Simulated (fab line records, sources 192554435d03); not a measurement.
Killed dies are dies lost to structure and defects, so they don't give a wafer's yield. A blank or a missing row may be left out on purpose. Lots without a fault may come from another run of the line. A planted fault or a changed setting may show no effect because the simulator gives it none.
fab line records | flow n5_finfet
record lots=6 wafers=18 last_day=17
route steps=1938 shown BEOL_M10@1476
lots that met no fault: from a run of the same line without faults
start_h: hours from the record's first day to the start of the lot's first wafer shown | wait_h: hours since the lot's step before | " the same as in the row above | L1.1+2: a row that stands for several wafers | - no value, or no start given | * or withheld: withheld | < > ~ a bound
route shown NAME@n: a module of which the file shows steps, and the number in the route of the first | usual: mean/standard deviation of fault-free wafers | same: alike in all rows | chamber/n: place in a boat | sites: the reading at each site | _std_site: their standard deviation | _edge_site: outer sites' mean less inner sites' | radius_mm: how far each site lies from the wafer's centre | mask NAME#n: copy n | behind: the tool/chamber that last shaped the wafer | hold: why the lot was held/for how many hours/how that ended | device: the transistor (n, p or np) that didn't switch | end of line: the same wafers' tests at the end of the route | a step without rows: its recipe alone | killed: dies lost to structure and defects at the first sort, not the wafer's yield | map: a wafer's dies, x killed, . not, _ none there
set.NAME: the setting as run; set.NAME@STEP: as run at that earlier step | model.NAME: the simulator's own value behind a step, which no gauge read
lots at some steps of the route; a table a step, a row a wafer
services: from which hour (start_h, from the record's first day; less than 0 if before it) a tool's chamber was out of use, for how many hours, and why
## steps
# step N5_BEOL_M10_COAT_60
# recipe resist=SiARC temp_c=220 time_s=60 spin_rpm=1500 resist_thk_nm=30
# step N5_BEOL_M10_COAT_05
# recipe resist=CAR-ArF spin_rpm=1500 resist_thk_nm=90
# step N5_BEOL_M10_EBR_07
# recipe solvent=PGMEA ebr_width_mm=1.5
# step N5_BEOL_M10_SOFTBAKE_06
# recipe temp_c=110 time_s=60 resist=CAR-ArF
# step N5_BEOL_M10_EXPOSE_08
# recipe mask_id=M10 na=1.35 source_shape=dipole sigma_inner=0.411 sigma_outer=0.611 polarization=te dose_mj=53.75
# step N5_BEOL_M10_PEB_09
# recipe peb_temp_c=withheld peb_time_s=60 resist=CAR-ArF
# step N5_BEOL_M10_DEVELOP_10
# recipe develop_time_s=30 developer=TMAH resist=CAR-ArF rinse_liquid=diw dry=air_spin dev_temp_c=23
# step N5_BEOL_M10_CD_MEAS_11
# recipe target_cd_nm=64.1 landing_energy_ev=500 detector=se_inlens polarity=opening
# usual cd_nm=64.5/0.56
# same landing_energy_ev=500
# columns lot.wafer tool chamber start_h wait_h cd_nm
L450.2 cd_sem-02 0 225.79 - 64.1
L450.5 " 0 " " 64.4
L450.6 " 0 " " 63.7
L460.1 cd_sem-02 0 296.42 - 65.2
L460.5 " 0 " " 65.1
L460.6 " 0 " " 64.2
L468.1 cd_sem-03 0 320.93 - 64.7
L468.2 " 0 " " 63.6
L468.6 " 0 " " 64.0
L467.1 cd_sem-03 0 332.59 - 63.8
L467.2 " 0 " " 64.3
L467.3 " 0 " " 63.6
L471.2 cd_sem-03 0 361.51 - 64.7
L471.4 " 0 " " 64.6
L471.6 " 0 " " 63.7
L472.1 cd_sem-03 0 364.25 - 64.8
L472.2 " 0 " " 64.3
L472.5 " 0 " " 65.0
# step N5_BEOL_M10_OVL_MEAS_12
# recipe points_per_wafer=44
# usual M10_OVL=0.0/0.68
# columns lot.wafer tool chamber start_h wait_h M10_OVL[nm]
L450.2 overlay-01 0 225.82 0.0 -0.5
L450.5 " 0 " " -1.2
L450.6 " 0 " " 0.7
L460.1 overlay-01 0 296.45 0.0 0.6
L460.5 " 0 " " -0.7
L460.6 " 0 " " -1.0
L468.1 overlay-02 0 320.96 0.0 -0.1
L468.2 " 0 " " 0.4
L468.6 " 0 " " 0.1
L467.1 overlay-02 0 332.62 0.0 0.2
L467.2 " 0 " " -0.4
L467.3 " 0 " " -0.8
L471.2 overlay-01 0 361.54 0.0 1.1
L471.4 " 0 " " 1.3
L471.6 " 0 " " 2.5
L472.1 overlay-02 0 364.28 0.0 0.4
L472.2 " 0 " " -0.2
L472.5 " 0 " " 1.0
# step N5_BEOL_M10_INSPECT_13
# recipe mode=adi inspect_instrument=brightfield
# usual raw_defect_count=413/87
# columns lot.wafer tool chamber start_h wait_h raw_defect_count
L450.2 defect_inspect-02 - 225.84 0.0 438
L450.5 " - " " 402
L450.6 " - " " 621
L460.1 defect_inspect-01 - 296.47 0.0 408
L460.5 " - " " 464
L460.6 " - " " 401
L468.1 defect_inspect-02 - 320.99 0.0 486
L468.2 " - " " 431
L468.6 " - " " 456
L467.1 defect_inspect-02 - 332.65 0.0 433
L467.2 " - " " 400
L467.3 " - " " 374
L471.2 defect_inspect-02 - 361.56 0.0 474
L471.4 " - " " 475
L471.6 " - " " 449
L472.1 defect_inspect-01 - 364.31 0.0 473
L472.2 " - " " 466
L472.5 " - " " 340
# step N5_BEOL_M10_DESCUM_16
# recipe chemistry=O2 time_s=7.9 source_power_w=50 bias_power_w=20 pressure_mtorr=20 rf_frequency_hz=2.712e+07 temp_c=40 resist=CAR-ArF o2_flow_sccm=225
# usual chamber_pressure_mTorr=20.000/0.019 drypump_motor_current_A=5.8/0.51 oes_product_au=0.76/0.075 rf_vpp_V=242.7/1.4 showerhead_plenum_p_Torr=2.06/0.073 throttle_valve_pct=20.56/0.19
# same time_s=7.9
# columns lot.wafer tool chamber start_h wait_h chamber_pressure_mTorr drypump_motor_current_A oes_product_au rf_hours_counter_h rf_vpp_V showerhead_plenum_p_Torr throttle_valve_pct
L450.2 rie_diel-05 0 225.95 0.1 19.990 5.8 0.72 198 243.7 2.08 20.83
L450.5 " 2 " " 19.999 6.5 0.78 - 242.7 2.09 20.37
L450.6 " 1 " " 20.003 6.1 0.73 - 241.4 1.97 20.64
L460.1 rie_diel-05 2 296.50 0.0 19.981 6.5 0.76 174 242.3 2.08 20.39
L460.5 " 1 " " 19.967 6.1 0.70 - 241.7 1.96 20.68
L460.6 " 2 " " 19.999 6.5 0.75 - 242.6 2.08 20.41
L468.1 rie_diel-05 1 321.02 0.0 19.996 6.1 0.70 247 242.5 1.95 20.68
L468.2 " 2 " " 19.978 6.5 0.75 184 242.6 2.08 20.41
L468.6 " 2 " " 20.038 6.5 0.74 - 243.2 2.08 20.41
L467.1 rie_diel-06 0 333.97 1.3 20.012 6.5 0.90 39 243.1 2.04 20.21
L467.2 " 1 " " 19.982 5.6 0.69 239 240.4 1.91 20.84
L467.3 " 3 " " 20.007 5.1 0.83 65 242.8 2.04 20.39
L471.2 rie_diel-05 3 362.04 0.5 20.025 5.4 0.71 240 243.2 2.07 20.62
L471.4 " 2 " " 20.001 6.5 0.73 - 241.4 2.07 20.44
L471.6 " 1 " " 19.970 6.1 0.97 - 245.4 2.21 20.47
L472.1 rie_diel-05 1 364.43 0.1 20.031 6.1 0.97 9 246.6 2.21 20.46
L472.2 " 2 " " 19.997 6.5 0.73 206 242.5 2.07 20.43
L472.5 " 1 " " 20.041 6.1 0.96 - 245.9 2.21 20.47
# step N5_BEOL_M10_ETCH_61
# recipe chemistry=CF4 target=SiARC target_depth_a=390 mask_material=CAR-ArF time_s=65 ion_energy_ev=80 pressure_mtorr=40 source_w=545 bias_w=36 Ar_flow_sccm=100 cf4_flow_sccm=100 ends=cleared
# usual bias_w=35.98/0.11 cf4_flow_sccm=100.0/0.32 chamber_pressure_mTorr=40.00/0.036 drypump_motor_current_A=5.8/0.51 etch_rf_on_time_s=64.1/1.7 oes_product_au=0.65/0.063 rf_vpp_V=183.7/1.2 showerhead_plenum_p_Torr=2.11/0.072 throttle_valve_pct=15.72/0.21
# columns lot.wafer tool chamber start_h wait_h bias_w cf4_flow_sccm chamber_pressure_mTorr drypump_motor_current_A etch_rf_on_time_s oes_product_au rf_hours_counter_h rf_vpp_V showerhead_plenum_p_Torr throttle_valve_pct
L450.2 rie_diel-05 0 225.99 0.0 36.07 99.8 39.99 5.7 66.5 0.62 198 185.0 2.11 15.93
L450.5 " 2 " " 36.15 100.1 40.05 6.5 63.7 0.67 - 184.1 2.13 15.53
L450.6 " 1 " " 35.91 100.2 40.03 6.1 62.2 0.63 - 181.9 2.02 15.97
L460.1 rie_diel-05 2 296.54 0.0 35.77 100.1 40.05 6.5 64.1 0.65 174 183.9 2.12 15.59
L460.5 " 1 " " 35.81 99.9 40.02 6.1 61.9 0.61 - 183.4 2.02 16.00
L460.6 " 2 " " 35.96 100.1 40.06 6.5 64.6 0.65 - 184.3 2.12 15.60
L468.1 rie_diel-05 1 321.06 0.0 35.79 100.2 39.97 6.1 62.4 0.60 247 181.2 2.01 16.03
L468.2 " 2 " " 35.97 99.6 40.01 6.5 64.6 0.64 184 184.3 2.12 15.61
L468.6 " 2 " " 35.87 100.2 40.02 6.5 64.9 0.64 - 184.8 2.12 15.63
L467.1 rie_diel-06 0 334.00 0.0 35.95 100.2 40.00 6.4 66.4 0.76 39 182.4 2.09 15.34
L467.2 " 1 " " 35.91 99.7 40.03 5.6 64.8 0.59 239 181.8 1.95 15.93
L467.3 " 3 " " 35.93 99.9 39.98 5.1 64.5 0.70 65 182.5 2.08 15.48
L471.2 rie_diel-05 3 362.07 0.0 35.93 99.4 39.96 5.4 60.8 0.62 240 184.7 2.10 15.72
L471.4 " 2 " " 36.00 100.1 40.02 6.5 63.8 0.63 - 184.5 2.11 15.65
L471.6 " 1 " " 35.88 99.7 40.04 6.1 61.3 0.83 - 186.1 2.26 15.60
L472.1 rie_diel-05 1 364.46 0.0 36.06 99.9 40.07 6.1 61.4 0.84 9 186.4 2.26 15.58
L472.2 " 2 " " 35.74 100.4 39.99 6.5 64.6 0.62 206 183.5 2.11 15.68
L472.5 " 1 " " 36.17 99.8 39.98 6.1 62.4 0.82 - 186.0 2.26 15.57
# step N5_BEOL_M10_ETCH_62
# recipe chemistry=N2/H2 target=SOC target_depth_a=1100 overetch_a=220 mask_material=SiARC temp_c=40 time_s=165 ion_energy_ev=200 pressure_mtorr=30 source_w=840 bias_w=150 n2_flow_sccm=200 h2_flow_sccm=200
# usual bias_w=150.0/0.43 chamber_pressure_mTorr=30.00/0.03 drypump_motor_current_A=5.8/0.5 oes_product_au=0.64/0.06 rf_vpp_V=522.9/2.6 showerhead_plenum_p_Torr=2.50/0.093 throttle_valve_pct=17.94/0.21 time_s=165/0
# columns lot.wafer tool chamber start_h wait_h bias_w chamber_pressure_mTorr drypump_motor_current_A oes_product_au rf_hours_counter_h rf_vpp_V showerhead_plenum_p_Torr throttle_valve_pct time_s model.CAR-ArF_of_BEOL_M10_COAT_05.thk_nm model.SiARC_of_BEOL_M10_COAT_60.thk_nm
L450.2 rie_diel-05 0 226.04 0.0 150.4 30.02 5.8 0.62 198 523.7 2.52 18.28 165 0 23.8
L450.5 " 2 " " 149.5 30.03 6.5 0.66 - 523.7 2.55 17.79 165 0 23.2
L450.6 " 1 " " 149.7 29.99 6.1 0.60 - 521.8 2.41 18.09 165 0 23.4
L460.1 rie_diel-05 2 296.59 0.0 149.1 30.04 6.5 0.64 174 524.4 2.54 17.85 165 0 23
L460.5 " 1 " " 150.2 29.97 6.1 0.59 - 519.2 2.40 18.12 165 0 23.4
L460.6 " 2 " " 149.4 30.01 6.5 0.64 - 523.4 2.54 17.84 165 0 23.2
L468.1 rie_diel-05 1 321.11 0.0 - - - - - - - - - 55.8 30
L468.2 " 2 " " - - - - - - - - - 55.8 30
L468.6 " 2 " " - - - - - - - - - 55.8 30
L467.1 rie_diel-06 0 334.05 0.0 - - - - - - - - - 55.6 30
L467.2 " 1 " " - - - - - - - - - 55.4 30.2
L467.3 " 3 " " - - - - - - - - - 55.4 30
L471.2 rie_diel-05 3 362.12 0.0 149.7 29.98 5.4 0.59 240 522.5 2.48 17.79 165 0 23
L471.4 " 2 " " 150.0 29.99 6.5 0.61 - 524.6 2.52 17.89 165 0 23
L471.6 " 1 " " 150.1 29.94 6.1 0.81 - 528.2 2.71 17.85 165 0 23.2
L472.1 rie_diel-05 1 364.51 0.0 149.9 30.02 6.1 0.79 9 528.1 2.71 17.84 165 0 23.4
L472.2 " 2 " " 150.3 29.94 6.5 0.62 206 522.9 2.52 17.89 165 0 23.4
L472.5 " 1 " " 149.3 29.94 6.2 0.80 - 528.2 2.71 17.84 165 0 23.6
# step N5_BEOL_M10_STRIP_68
# recipe chemistry=N2/H2 temp_c=40 n2_flow_sccm=200 h2_flow_sccm=200 rf_frequency_hz=6e+07
# step N5_BEOL_M10_STRIP_67
# recipe chemistry=CF4 resist=SiARC power_w=300 bias_power_w=75 pressure_mtorr=50 cf4_flow_sccm=150 rf_frequency_hz=6e+07
# usual chamber_pressure_mTorr=50.00/0.05 drypump_motor_current_A=5.8/0.5 oes_product_au=0.76/0.071 rf_vpp_V=270.7/1.6 showerhead_plenum_p_Torr=1.76/0.06 throttle_valve_pct=13.71/0.23
# columns lot.wafer tool chamber start_h wait_h chamber_pressure_mTorr drypump_motor_current_A oes_product_au rf_hours_counter_h rf_vpp_V showerhead_plenum_p_Torr throttle_valve_pct
L450.2 rie_diel-05 0 226.18 0.0 50.03 5.7 0.73 198 271.3 1.77 13.91
L450.5 " 2 " " 50.10 6.5 0.77 - 271.6 1.79 13.56
L450.6 " 1 " " 50.05 6.1 0.71 - 267.1 1.71 14.00
L460.1 rie_diel-05 2 296.74 0.0 49.97 6.5 0.75 174 270.8 1.78 13.62
L460.5 " 1 " " 50.02 6.1 0.70 - 269.3 1.70 14.05
L460.6 " 2 " " 50.02 6.5 0.75 - 272.8 1.78 13.62
L468.1 rie_diel-05 1 321.25 0.0 50.07 6.1 0.68 247 269.0 1.70 14.08
L468.2 " 2 " " 50.04 6.5 0.75 184 271.9 1.78 13.65
L468.6 " 2 " " 49.97 6.5 0.75 - 271.6 1.78 13.65
L467.1 rie_diel-06 0 334.20 0.0 49.98 6.5 0.90 39 271.1 1.74 13.25
L467.2 " 1 " " 49.96 5.6 0.69 239 268.7 1.64 13.94
L467.3 " 3 " " 49.97 5.1 0.82 66 271.2 1.74 13.41
L471.2 rie_diel-05 3 362.27 0.0 49.95 5.4 0.70 240 271.0 1.75 13.69
L471.4 " 2 " " 49.93 6.5 0.73 - 271.3 1.77 13.69
L471.6 " 1 " " 49.98 6.1 0.95 - 272.6 1.90 13.57
L472.1 rie_diel-05 1 364.66 0.0 50.01 6.1 0.94 9 275.3 1.90 13.57
L472.2 " 2 " " 50.04 6.5 0.73 207 272.2 1.77 13.71
L472.5 " 1 " " 49.99 6.1 0.94 - 272.7 1.90 13.57
# step N5_BEOL_M10_HM_OPEN_17
# recipe chemistry=Cl2/BCl3 target_depth_a=200 overetch_a=60 target=TiN mask_material=SOC ion_energy_ev=150 pressure_mtorr=10 icp_w=1000 bias_w=126 Cl2_flow_sccm=53.25 bcl3_flow_sccm=21.75 Ar_flow_sccm=25
# usual chamber_pressure_mTorr=10.000/0.009 drypump_motor_current_A=5.4/0.34 he_backside_leak_sccm=3.30/0.25 oes_product_au=0.69/0.044 throttle_valve_pct=22.04/0.14
# columns lot.wafer tool chamber start_h wait_h chamber_pressure_mTorr drypump_motor_current_A he_backside_leak_sccm oes_product_au rf_hours_counter_h throttle_valve_pct
L450.2 rie_metal-01 1 226.22 0.0 10.000 5.2 3.36 0.69 36 22.21
L450.5 " 0 " " 9.989 5.3 3.51 0.72 - 21.99
L450.6 " 1 " " 10.010 5.2 3.40 0.69 - 22.22
L460.1 rie_metal-03 1 296.78 0.0 9.990 5.2 3.15 0.73 19 21.80
L460.5 " 0 " " 9.999 6.0 3.09 0.62 - 22.10
L460.6 " 1 " " 10.005 5.1 3.22 0.73 - 21.82
L468.1 rie_metal-03 1 321.30 0.0 9.995 5.1 3.11 0.31 22 22.49
L468.2 " 0 " " 10.002 6.0 3.42 0.27 73 22.74
L468.6 " 1 " " 9.998 5.2 3.19 0.32 - 22.49
L467.1 rie_metal-03 0 334.24 0.0 9.995 6.0 3.17 0.27 74 22.74
L467.2 " 1 " " 9.997 5.1 3.23 0.31 23 22.49
L467.3 " 1 " " 10.006 5.1 3.13 0.32 - 22.48
L471.2 rie_metal-02 1 362.31 0.0 10.013 5.8 3.15 0.72 20 22.16
L471.4 " 0 " " 10.014 5.5 3.27 0.62 - 21.88
L471.6 " 0 " " 9.990 5.5 3.36 0.63 - 21.89
L472.1 rie_metal-03 1 364.70 0.0 10.001 5.1 3.10 0.70 27 21.87
L472.2 " 0 " " 10.004 6.0 3.27 0.60 78 22.11
L472.5 " 1 " " 10.000 5.1 3.02 0.70 - 21.85
# step N5_BEOL_M10_STRIP_19
# recipe chemistry=O2 power_w=400 temp_c=40 pressure_mtorr=30 rf_frequency_hz=6e+07 bias_power_w=0 overash_fraction=0.2 o2_flow_sccm=225
# usual chamber_pressure_mTorr=30.00/0.031 drypump_motor_current_A=5.7/0.51 oes_product_au=0.76/0.075 rf_vpp_V=3.6/0.65 showerhead_plenum_p_Torr=2.07/0.073 throttle_valve_pct=16.84/0.2
# columns lot.wafer tool chamber start_h wait_h chamber_pressure_mTorr drypump_motor_current_A oes_product_au rf_hours_counter_h rf_vpp_V showerhead_plenum_p_Torr throttle_valve_pct
L450.2 rie_diel-04 1 226.34 0.1 30.02 5.8 0.84 63 4.4 2.12 16.82
L450.5 " 1 " " 30.02 5.8 0.85 - 3.6 2.12 16.83
L450.6 " 0 " " 29.99 6.0 0.74 - 5.8 2.18 16.77
L460.1 rie_diel-04 1 296.89 0.1 30.07 5.8 0.81 89 4.1 2.11 16.89
L460.5 " 3 " " 29.96 4.9 0.70 - 3.2 2.00 17.01
L460.6 " 2 " " 30.04 4.9 0.68 - 3.0 2.15 16.90
L468.1 rie_diel-05 2 321.41 0.1 29.97 6.5 0.74 184 2.4 2.08 16.71
L468.2 " 3 " " 29.99 5.4 0.72 219 3.3 2.08 16.84
L468.6 " 1 " " 30.07 6.1 0.70 - 3.6 1.96 17.04
L467.1 rie_diel-06 0 334.36 0.1 30.05 6.4 0.89 39 5.1 2.05 16.41
L467.2 " 3 " " 30.00 5.1 0.82 66 2.9 2.05 16.63
L467.3 " 1 " " 30.02 5.6 0.69 239 2.8 1.91 17.05
L471.2 rie_diel-05 1 362.43 0.1 30.00 6.1 0.97 8 3.3 2.22 16.67
L471.4 " 1 " " 30.05 6.1 0.97 - 4.1 2.22 16.65
L471.6 " 2 " " 29.97 6.5 0.74 - 4.7 2.08 16.77
L472.1 rie_diel-04 3 364.87 0.1 30.04 4.9 0.69 218 3.3 1.99 17.06
L472.2 " 0 " " 29.97 6.0 0.71 195 3.5 2.17 16.87
L472.5 " 0 " " 30.02 6.0 0.70 - 4.0 2.17 16.89
# step N5_BEOL_M10_CD_MEAS_18
# recipe pitch_nm=140 target_cd_nm=70
# usual cd_nm=70.4/0.57
# columns lot.wafer tool chamber start_h wait_h cd_nm
L450.2 cd_sem-03 - 226.41 0.1 70.0
L450.5 " - " " 70.1
L450.6 " - " " 69.8
L460.1 cd_sem-01 - 296.96 0.0 71.0
L460.5 " - " " 71.1
L460.6 " - " " 70.2
L468.1 cd_sem-01 - 321.48 0.0 -
L468.2 " - " " -
L468.6 " - " " -
L467.1 cd_sem-02 - 334.43 0.0 -
L467.2 " - " " -
L467.3 " - " " -
L471.2 cd_sem-01 - 362.50 0.1 71.0
L471.4 " - " " 70.2
L471.6 " - " " 69.8
L472.1 cd_sem-02 - 364.94 0.0 70.8
L472.2 " - " " 70.1
L472.5 " - " " 70.7
# step N5_BEOL_M10_COAT_63
# recipe resist=SOC temp_c=250 time_s=60 spin_rpm=1500 resist_thk_nm=100
## services
# columns tool chamber start_h hours kind
rie_metal-01 - 204.00 0.5 repair
rie_diel-06 0 204.57 - clean
rie_diel-06 0 204.57 - consumable_replace:focus_ring
rie_diel-06 0 204.57 14.5 scheduled_down
rie_diel-06 0 204.57 14.5 vent_cycle
rie_diel-05 - 219.24 0.6 repair
rie_diel-06 - 226.50 4.3 pm
rie_diel-06 2 244.62 10.0 repair
rie_diel-05 1 249.20 16.5 repair
rie_diel-04 3 277.18 5.2 repair
rie_metal-02 - 281.58 1.0 repair
rie_metal-02 - 293.50 1.4 pm
rie_metal-01 - 311.40 1.4 pm
rie_diel-05 1 327.80 - clean
rie_diel-05 1 327.80 - consumable_replace:focus_ring
rie_diel-05 1 327.80 - consumable_replace:showerhead
rie_diel-05 1 327.80 14.5 scheduled_down
rie_diel-05 1 327.80 14.5 vent_cycle
rie_diel-04 - 328.49 15.6 pm
rie_diel-05 0 347.40 - clean
rie_diel-05 0 347.40 - consumable_replace:focus_ring
rie_diel-05 0 347.40 19.4 scheduled_down
rie_diel-05 0 347.40 19.4 vent_cycle
rie_metal-01 - 351.44 0.4 repair
## key
first_sign step=N5_BEOL_M10_ETCH_62 reading=tool_record direction=missing
effect step=N5_BEOL_M10_HM_OPEN_17 reading=oes_product_au direction=down sigmas=8.7 usual=0.69 struck=0.30
effect step=N5_BEOL_M10_CD_MEAS_18 reading=cd_nm direction=missing
model_effect step=N5_BEOL_M10_ETCH_62 value=CAR-ArF_of_BEOL_M10_COAT_05.thk_nm without=0 struck=55.63
met_at N5_BEOL_M10_ETCH_62
struck_wafers L467.1,L467.2,L467.3,L468.1,L468.2,L468.6
later_rows_left_out L467.1,L467.2,L467.3,L468.1,L468.2,L468.6
sort_left_out L467.1,L467.2,L467.3,L468.1,L468.2,L468.6
onset_between 296.59 321.11
fault kind=skipped_step_whole tool=rie_diel-05,rie_diel-06 chamber=- onset_h=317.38 steps=N5_BEOL_M10_ETCH_62 scope=struck_lots_only
# sort_left_out: the simulated sort isn't trusted on such a fault, so these wafers' sort isn't shown, and their yield isn't known
# later_rows_left_out: the simulator's readings of these wafers behind a module that went badly wrong aren't trusted and aren't shown, but for the sort
